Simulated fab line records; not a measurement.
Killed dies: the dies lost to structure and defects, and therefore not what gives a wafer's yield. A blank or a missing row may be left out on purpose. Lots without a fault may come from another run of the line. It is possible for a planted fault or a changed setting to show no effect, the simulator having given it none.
Comparing a struck lot with a sound one ; flow n5_finfet ; 23 out of 1938 route steps
Sound: the wafers L963.2, L963.3, L963.5. Struck: wafer L977.3. (L977.6 of the same lot was not struck and is left out.) The cause comes at the end.
Order at every step that has rows: each side's tool, ch and its chambers, its first start. Under that, the readings that differ: sound wafers ; struck wafers ; difference of the means ; sigmas: that difference in standard deviations of wafers without a fault.
alike: readings whose means differ by less than 2 such deviations, and words and numbers that are the same on both sides. not compared: withheld readings, readings that some wafer has no value for, bounds like >300 that may hide the same value, and numbers for which the record gives no deviation and whose values overlap.
A row with sigmas, a row that says differs or no value, or rows on one side alone: a step with any of these is where the two part. When numbers do not overlap yet have no deviation, they are printed without sigmas and do not part them. A reading that every wafer of one side lacks parts them only if that side has two wafers or more.

first, 1 step without rows for these wafers: N5_BEOL_M12_ETCH_67 (etches SiARC in CF4, target depth 143 nm, time 238.3 s).
N5_BEOL_M12_ETCH_68: etches SOC in N2/H2, time 285 s.
  sound on rie_diel-04 ch 0,1,3, day 11 11:50; struck on rie_diel-02 ch 3, day 15 13:37
reading;sound;struck;difference;sigmas
oes_product_au (a.u.);0.88 0.84 0.94;0.68;-0.21;-2
  alike: drypump_motor_current_A, rf_vpp_V, showerhead_plenum_p_Torr, throttle_valve_pct
  not compared: rf_hours_counter_h
then, 3 steps without rows for these wafers: N5_BEOL_M12_STRIP_69 (strips in N2/H2); N5_BEOL_M12_TRENCH_ETCH_34 (etches SiOC in C4F8/O2/Ar, target depth 318.95 nm, time 125.5 s); N5_BEOL_M12_STRIP_70 (strips in C4F8/O2/Ar).
N5_BEOL_M12_OCD_MEAS_35:
  struck on ocd-02, day 15 13:57; sound on ocd-01, day 11 12:11
  alike: trench_depth_nm
then, 1 step without rows for these wafers: N5_BEOL_M12_STRIP_37 (strips in N2/H2).
N5_BEOL_M12_ETCH_38: etches SiCN in CF4/N2, target depth 68.7 nm, time 73.4 s.
  sound on rie_diel-02 ch 1,3, day 11 12:29; struck on rie_diel-02 ch 2, day 15 18:26
reading;sound;struck;difference;sigmas
drypump_motor_current_A (A);6.2 5.6 6.2;5.2;-0.8;-2
  alike: oes_product_au, rf_vpp_V, showerhead_plenum_p_Torr, throttle_valve_pct
  not compared: rf_hours_counter_h
then, 2 steps without rows for these wafers: N5_BEOL_M12_PRECLEAN_39 (cleans in residue remover, time 60 s); N5_BEOL_M12_SRD_40 (time 30 s, dry time 30 s).
N5_BEOL_M12_DEGAS_41: time 60 s.
  struck on pvd_sputter-03, day 15 18:49; sound on pvd_sputter-01, day 11 13:00
  alike: heater_power_w
then, 1 step without rows for these wafers: N5_BEOL_M12_PRE_CLEAN_42 (time 30 s).
N5_BEOL_M12_SPUTTER_43: material TaN, target thk 15 nm, time 24.19 s.
  struck on pvd_sputter-03, day 15 18:53; sound on pvd_sputter-01, day 11 13:05
reading;sound;struck;difference;sigmas
model.TaN_of_BEOL_M12_SPUTTER_43.thk_nm (nm);15 14.8 15;25;+10;
  alike: throttle_valve_pct
then, 1 step without rows for these wafers: N5_BEOL_M12_SPUTTER_44 (material Ta, target thk 10 nm, time 16.13 s).
N5_BEOL_M12_SPUTTER_45: material Cu, target thk 80 nm, time 13.33 s.
  struck on pvd_sputter-03, day 15 19:03; sound on pvd_sputter-01, day 11 13:14
  alike: throttle_valve_pct
then, 2 steps without rows for these wafers: N5_BEOL_M12_ECD_47 (material Cu, target thk 720 nm); N5_BEOL_M12_ANNEAL_48 (time 90 s).
N5_BEOL_M12_CMP_49: polishes, stops on SiOC, t overpolish 20.6 s, target thk 320 nm.
  sound on cmp-01 ch 0,2,3, day 11 13:52; struck on cmp-01 ch 2, day 15 19:42
reading;sound;struck;difference;sigmas
barrier_field_endpoint_s (s);29.8 29.6 30.1;41.3;+11.5;+15
model.Cu_of_BEOL_M12_ECD_47.thk_nm (nm);319 320.8 325.6;306;-16;
  alike: edge_zone_pressure_frac, motor_current_A
N5_BEOL_M12_THK_MEAS_50: measures by xrf.
  struck on film_metro-01, day 15 19:55; sound on film_metro-01, day 11 14:05
reading;sound;struck;difference;sigmas
M12_THK (nm);312 314 320;300;-15;-2
then, 1 step without rows for these wafers: N5_BEOL_M12_PRE_CLEAN_52 (time 15 s).
N5_BEOL_M12_DEP_53: deposits SiCN from 3MS/NH3, target thk 30 nm, time 10.5 s.
  sound on pecvd-01 ch 0,1,2, day 11 14:10; struck on pecvd-04 ch 1, day 15 19:59
  alike: showerhead_plenum_p_Torr, throttle_valve_pct
N5_BEOL_M12_RS_MEAS_54: measures by four-point-probe.
  struck on film_metro-01, day 15 20:02; sound on film_metro-02, day 11 14:13
reading;sound;struck;difference;sigmas
M12_RS (ohm/sq);0.0603 0.0599 0.0590;0.0629;+0.0032;+4
N5_BEOL_M12_INSPECT_55: inspects for defects (darkfield).
  struck on defect_inspect-01, day 15 20:04; sound on defect_inspect-02, day 11 14:14
  alike: raw_defect_count

== WHERE THEY PART ==
Earliest at N5_BEOL_M12_ETCH_68; latest, in this record, at N5_BEOL_M12_RS_MEAS_54. Later steps at which nothing parts them and some readings are alike: N5_BEOL_M12_INSPECT_55.

WHY: what the simulator had put in
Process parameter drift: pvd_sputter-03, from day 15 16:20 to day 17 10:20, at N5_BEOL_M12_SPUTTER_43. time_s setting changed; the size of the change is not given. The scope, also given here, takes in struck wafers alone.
